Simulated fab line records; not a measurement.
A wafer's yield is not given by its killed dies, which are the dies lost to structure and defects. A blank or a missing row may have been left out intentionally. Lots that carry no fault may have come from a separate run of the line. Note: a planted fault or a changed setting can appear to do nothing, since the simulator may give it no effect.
Chamber matching ; flow n5 finfet ; N5_BEOL_M1_STRIP_19 on rie diel-01: 4 sister chambers
The step strips in O2. 20 wafers are shown with their chamber, then 10 later ones without.

## EACH WAFER AND ITS CHAMBER
wafer;chamber;drypump motor current A (A);showerhead plenum p Torr (Torr);throttle valve pct (%)
L075.2;0;5.5;2.12;16.26
L075.4;2;5.7;2.10;17.23
L075.6;2;5.7;2.10;17.21
L076.1;0;5.6;2.12;16.27
L076.4;2;5.7;2.10;17.24
L076.5;3;6.6;2.20;16.94
L077.1;3;6.6;2.19;16.93
L077.4;1;6.6;1.98;16.37
L077.6;2;5.7;2.10;17.25
L080.1;2;5.7;2.09;17.26
L080.3;0;5.5;2.12;16.29
L080.6;3;6.6;2.19;16.95
L086.2;1;6.6;1.98;16.41
L086.3;0;5.5;2.12;16.30
L086.5;1;6.6;1.98;16.38
L085.1;0;5.5;2.12;16.33
L085.2;3;6.6;2.19;16.98
L085.5;3;6.6;2.19;16.97
L087.1;3;6.6;2.19;16.97
L087.4;2;5.7;2.09;17.28

SIGNATURES, as means of the wafers listed above
reading;chamber 0;chamber 1;chamber 2;chamber 3;scatter within a chamber
drypump motor current A;5.520;6.600;5.700;6.600;0.0224
showerhead plenum p Torr;2.1200;1.9800;2.0967;2.1917;0.00368
throttle valve pct;16.2900;16.3867;17.2450;16.9567;0.0234
Rule: a wafer's distance from a chamber is the root of the sum, over the readings, of the square of ((its reading less the chamber's mean) divided by the reading's scatter). The wafer belongs to the nearest chamber; if the next one is less than 2 further off, it can't be placed. The scatter: take each reading less its chamber's mean, square it, sum over the shown wafers, divide by the number of wafers less the number of chambers, and take the root.

## WAFERS WITHOUT THEIR CHAMBER
wafer;drypump motor current A (A);showerhead plenum p Torr (Torr);throttle valve pct (%)
L087.5;5.7;2.09;17.27
L089.1;5.6;2.11;16.32
L089.5;5.7;2.09;17.29
L089.6;6.6;1.97;16.41
L092.1;5.7;2.08;17.29
L092.3;6.6;1.97;16.45
L092.4;5.6;2.11;16.34
L094.2;6.6;2.18;16.99
L094.4;6.6;1.97;16.44
L094.5;5.5;2.11;16.35

## CHAMBER TAKEN BY EACH
wafer;from the rows above;in truth
L087.5;2;2
L089.1;0;0
L089.5;2;2
L089.6;1;1
L092.1;2;2
L092.3;1;1
L092.4;0;0
L094.2;3;3
L094.4;1;1
L094.5;0;0
Correctly placed: 10 of 10. Can't be placed from these rows: 0. Number placed wrongly: 0.
